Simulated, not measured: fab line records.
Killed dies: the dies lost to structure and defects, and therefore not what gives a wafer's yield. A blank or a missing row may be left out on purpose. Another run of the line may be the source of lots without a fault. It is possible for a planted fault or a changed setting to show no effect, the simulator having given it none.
Which of the tools did it? || flow n5_finfet || Sampling: 13 lots, 38 wafers, 4 of 1938 route steps

## WHAT THE GAUGES READ, wafer by wafer
N5_BEOL_M6_INSPECT_58: inspects for defects (darkfield).
{"lot": "L328", "measured": "day 8 20:01", "on": "defect_inspect-02", "raw_defect_count": "99 140"}
{"lot": "L331", "measured": "day 9 13:31", "on": "defect_inspect-01", "raw_defect_count": "118 86 77"}
{"lot": "L333", "measured": "day 9 21:52", "on": "defect_inspect-02", "raw_defect_count": "53 81 102"}
{"lot": "L332", "measured": "day 9 23:27", "on": "defect_inspect-01", "raw_defect_count": "78 60 78"}
{"lot": "L337", "measured": "day 10 10:47", "on": "defect_inspect-02", "raw_defect_count": "80 65 102"}
{"lot": "L338", "measured": "day 11 06:54", "on": "defect_inspect-01", "raw_defect_count": "42 51 39"}
{"lot": "L340", "measured": "day 11 21:56", "on": "defect_inspect-02", "raw_defect_count": "141 118 126"}
{"lot": "L341", "measured": "day 12 01:05", "on": "defect_inspect-01", "raw_defect_count": "68 45 72"}
{"lot": "L343", "measured": "day 12 05:56", "on": "defect_inspect-01", "raw_defect_count": "74 59 79"}
{"lot": "L345", "measured": "day 12 20:58", "on": "defect_inspect-01", "raw_defect_count": "83 115 73"}
{"lot": "L346", "measured": "day 12 23:33", "on": "defect_inspect-01", "raw_defect_count": "56 52 104"}
{"lot": "L348", "measured": "day 13 22:28", "on": "defect_inspect-02", "raw_defect_count": "69 46 73"}
{"lot": "L351", "measured": "day 14 08:20", "on": "defect_inspect-02", "raw_defect_count": "71 74 29"}

## WHAT TOOL EACH LOT RAN ON (gives the tool, then ch and the chambers of the sampled wafers, and finally the start)
{"lot": "L328", "N5_BEOL_M6_CURE_75": "uv_cure-02 ch 1, day 8 17:37", "N5_BEOL_M6_ECD_50": "ecd_cu-02 ch 0,1, day 8 19:05", "N5_BEOL_M6_CMP_52": "cmp-02 ch 0,2, day 8 19:38"}
{"lot": "L331", "N5_BEOL_M6_CURE_75": "uv_cure-02 ch 2, day 9 11:08", "N5_BEOL_M6_ECD_50": "ecd_cu-01 ch 0,1, day 9 12:28", "N5_BEOL_M6_CMP_52": "cmp-01 ch 0,1,3, day 9 13:04"}
{"lot": "L333", "N5_BEOL_M6_CURE_75": "uv_cure-02 ch 2, day 9 18:43", "N5_BEOL_M6_ECD_50": "ecd_cu-02 ch 0,1, day 9 20:58", "N5_BEOL_M6_CMP_52": "cmp-02 ch 0,1,3, day 9 21:27"}
{"lot": "L332", "N5_BEOL_M6_CURE_75": "uv_cure-03 ch 1, day 9 19:02", "N5_BEOL_M6_ECD_50": "ecd_cu-01 ch 0,1, day 9 21:59", "N5_BEOL_M6_CMP_52": "cmp-04 ch 0,2,3, day 9 22:58"}
{"lot": "L337", "N5_BEOL_M6_CURE_75": "uv_cure-03 ch 1, day 10 08:44", "N5_BEOL_M6_ECD_50": "ecd_cu-01 ch 0,1, day 10 09:55", "N5_BEOL_M6_CMP_52": "cmp-04 ch 1,2,3, day 10 10:25"}
{"lot": "L338", "N5_BEOL_M6_CURE_75": "uv_cure-01 ch 0, day 11 04:34", "N5_BEOL_M6_ECD_50": "ecd_cu-02 ch 0,1, day 11 05:55", "N5_BEOL_M6_CMP_52": "cmp-02 ch 0,2,3, day 11 06:29"}
{"lot": "L340", "N5_BEOL_M6_CURE_75": "uv_cure-03 ch 1, day 11 18:39", "N5_BEOL_M6_ECD_50": "ecd_cu-02 ch 0,1, day 11 20:31", "N5_BEOL_M6_CMP_52": "cmp-02 ch 0,1,2, day 11 21:29"}
{"lot": "L341", "N5_BEOL_M6_CURE_75": "uv_cure-01 ch 1, day 11 23:02", "N5_BEOL_M6_ECD_50": "ecd_cu-02 ch 0,1, day 12 00:14", "N5_BEOL_M6_CMP_52": "cmp-02 ch 1,3, day 12 00:38"}
{"lot": "L343", "N5_BEOL_M6_CURE_75": "uv_cure-01 ch 0, day 12 03:02", "N5_BEOL_M6_ECD_50": "ecd_cu-01 ch 0,1, day 12 04:17", "N5_BEOL_M6_CMP_52": "cmp-01 ch 0,3, day 12 05:31"}
{"lot": "L345", "N5_BEOL_M6_CURE_75": "uv_cure-03 ch 2, day 12 17:53", "N5_BEOL_M6_ECD_50": "ecd_cu-02 ch 0,1, day 12 19:29", "N5_BEOL_M6_CMP_52": "cmp-01 ch 0,2,3, day 12 20:35"}
{"lot": "L346", "N5_BEOL_M6_CURE_75": "uv_cure-01 ch 1, day 12 21:31", "N5_BEOL_M6_ECD_50": "ecd_cu-01 ch 0,1, day 12 22:41", "N5_BEOL_M6_CMP_52": "cmp-01 ch 0,1,3, day 12 23:05"}
{"lot": "L348", "N5_BEOL_M6_CURE_75": "uv_cure-03 ch 0, day 13 19:51", "N5_BEOL_M6_ECD_50": "ecd_cu-01 ch 0,1, day 13 21:12", "N5_BEOL_M6_CMP_52": "cmp-02 ch 0,1,3, day 13 22:03"}
{"lot": "L351", "N5_BEOL_M6_CURE_75": "uv_cure-02 ch 0, day 14 02:40", "N5_BEOL_M6_ECD_50": "ecd_cu-02 ch 0,1, day 14 07:19", "N5_BEOL_M6_CMP_52": "cmp-01 ch 1,3, day 14 07:53"}
- N5_BEOL_M6_CURE_75: cures SiCOH lowk, time 120 s.
- N5_BEOL_M6_ECD_50: material Cu, target thk 300 nm.
- N5_BEOL_M6_CMP_52: polishes, stops on SiCOH lowk, t overpolish 6.9 s, target thk 80 nm.

## WHAT THE TOOLS THEMSELVES READ (means of the sampled wafers that have a number; where no wafer has one, the mark that the record gives instead)
N5_BEOL_M6_CURE_75.
{"lot": "L328", "tool": "uv_cure-02", "lamp_power_pct (%)": 52.30, "wafer_temp_C_max": 371.3}
{"lot": "L331", "tool": "uv_cure-02", "lamp_power_pct (%)": 52.27, "wafer_temp_C_max": 371.7}
{"lot": "L333", "tool": "uv_cure-02", "lamp_power_pct (%)": 52.31, "wafer_temp_C_max": 372.5}
{"lot": "L332", "tool": "uv_cure-03", "lamp_power_pct (%)": 52.32, "wafer_temp_C_max": 371.5}
{"lot": "L337", "tool": "uv_cure-03", "lamp_power_pct (%)": 52.35, "wafer_temp_C_max": 371.5}
{"lot": "L338", "tool": "uv_cure-01", "lamp_power_pct (%)": 52.28, "wafer_temp_C_max": 372.6}
{"lot": "L340", "tool": "uv_cure-03", "lamp_power_pct (%)": 52.27, "wafer_temp_C_max": 371.3}
{"lot": "L341", "tool": "uv_cure-01", "lamp_power_pct (%)": 52.29, "wafer_temp_C_max": 372.1}
{"lot": "L343", "tool": "uv_cure-01", "lamp_power_pct (%)": 52.33, "wafer_temp_C_max": 371.8}
{"lot": "L345", "tool": "uv_cure-03", "lamp_power_pct (%)": 52.33, "wafer_temp_C_max": 372.0}
{"lot": "L346", "tool": "uv_cure-01", "lamp_power_pct (%)": 52.30, "wafer_temp_C_max": 371.9}
{"lot": "L348", "tool": "uv_cure-03", "lamp_power_pct (%)": 52.32, "wafer_temp_C_max": 371.2}
{"lot": "L351", "tool": "uv_cure-02", "lamp_power_pct (%)": 52.34, "wafer_temp_C_max": 371.6}

N5_BEOL_M6_CMP_52.
{"lot": "L328", "tool": "cmp-02", "clearing_platen_down_force_psi (psi)": 1.4982, "motor_current_A (A)": 6.4, "pad_life_wafers": 1784, "platen_rpm (rpm)": 50.02, "time_to_endpoint_s (s)": 60}
{"lot": "L331", "tool": "cmp-01", "clearing_platen_down_force_psi (psi)": 1.4990, "motor_current_A (A)": 5.7, "pad_life_wafers": 703, "platen_rpm (rpm)": 50.05, "time_to_endpoint_s (s)": 57}
{"lot": "L333", "tool": "cmp-02", "clearing_platen_down_force_psi (psi)": 1.5023, "motor_current_A (A)": 6.7, "pad_life_wafers": 1970, "platen_rpm (rpm)": 49.99, "time_to_endpoint_s (s)": 1}
{"lot": "L332", "tool": "cmp-04", "clearing_platen_down_force_psi (psi)": 1.4993, "motor_current_A (A)": 6.3, "pad_life_wafers": 1022, "platen_rpm (rpm)": 50.01, "time_to_endpoint_s (s)": 3}
{"lot": "L337", "tool": "cmp-04", "clearing_platen_down_force_psi (psi)": 1.5036, "motor_current_A (A)": 6.8, "pad_life_wafers": 1089, "platen_rpm (rpm)": 50.04, "time_to_endpoint_s (s)": 67}
{"lot": "L338", "tool": "cmp-02", "clearing_platen_down_force_psi (psi)": 1.4986, "motor_current_A (A)": 6.4, "pad_life_wafers": 152, "platen_rpm (rpm)": 50.00, "time_to_endpoint_s (s)": 64}
{"lot": "L340", "tool": "cmp-02", "clearing_platen_down_force_psi (psi)": 1.4996, "motor_current_A (A)": 6.3, "pad_life_wafers": 272, "platen_rpm (rpm)": 50.04, "time_to_endpoint_s (s)": 64}
{"lot": "L341", "tool": "cmp-02", "clearing_platen_down_force_psi (psi)": 1.4999, "motor_current_A (A)": 6.3, "pad_life_wafers": 295, "platen_rpm (rpm)": 50.01, "time_to_endpoint_s (s)": 65}
{"lot": "L343", "tool": "cmp-01", "clearing_platen_down_force_psi (psi)": 1.5003, "motor_current_A (A)": 6.1, "pad_life_wafers": 1334, "platen_rpm (rpm)": 50.01, "time_to_endpoint_s (s)": 65}
{"lot": "L345", "tool": "cmp-01", "clearing_platen_down_force_psi (psi)": 1.4985, "motor_current_A (A)": 6.0, "pad_life_wafers": 1454, "platen_rpm (rpm)": 49.99, "time_to_endpoint_s (s)": 61}
{"lot": "L346", "tool": "cmp-01", "clearing_platen_down_force_psi (psi)": 1.5010, "motor_current_A (A)": 5.6, "pad_life_wafers": 1490, "platen_rpm (rpm)": 49.99, "time_to_endpoint_s (s)": 60}
{"lot": "L348", "tool": "cmp-02", "clearing_platen_down_force_psi (psi)": 1.5018, "motor_current_A (A)": 6.6, "pad_life_wafers": 668, "platen_rpm (rpm)": 49.99, "time_to_endpoint_s (s)": 61}
{"lot": "L351", "tool": "cmp-01", "clearing_platen_down_force_psi (psi)": 1.4980, "motor_current_A (A)": 5.6, "pad_life_wafers": 1778, "platen_rpm (rpm)": 49.99, "time_to_endpoint_s (s)": 58}

## THE ANSWER, worked out from the rows above alone
Rule: what is usual is taken from the lots themselves. Put in order of their means at a reading, lots are off if they are a third of the lots or fewer, leave a main group of 4 or more, and stand apart from it by a gap of 3 or more times the standard deviation of the main group's means; of several such gaps the widest counts. A main group whose means are all the same, to the digits that the tables above print for the reading, isn't used. Also off: a lot with no number at a reading for which 4 or more lots have one. Where the step has rows for the other lots, those lots are counted as sound. First the gauges in route order, then the tools' own readings, where a lot's mean is used as printed above. The first step at which some lot is off is used, and at that step the reading that is off furthest; a lot without a number counts as furthest.
Off at N5_BEOL_M6_CMP_52 (time_to_endpoint_s): L333, L332. For the main group the mean is 62 s and the standard deviation 3.
If a tool, at that step or one of the process steps before it, ran each lot that is off and ran no sound lot following the first of them, it fits. Of those tried, none fits.

## WHAT THE SIMULATOR PUT IN
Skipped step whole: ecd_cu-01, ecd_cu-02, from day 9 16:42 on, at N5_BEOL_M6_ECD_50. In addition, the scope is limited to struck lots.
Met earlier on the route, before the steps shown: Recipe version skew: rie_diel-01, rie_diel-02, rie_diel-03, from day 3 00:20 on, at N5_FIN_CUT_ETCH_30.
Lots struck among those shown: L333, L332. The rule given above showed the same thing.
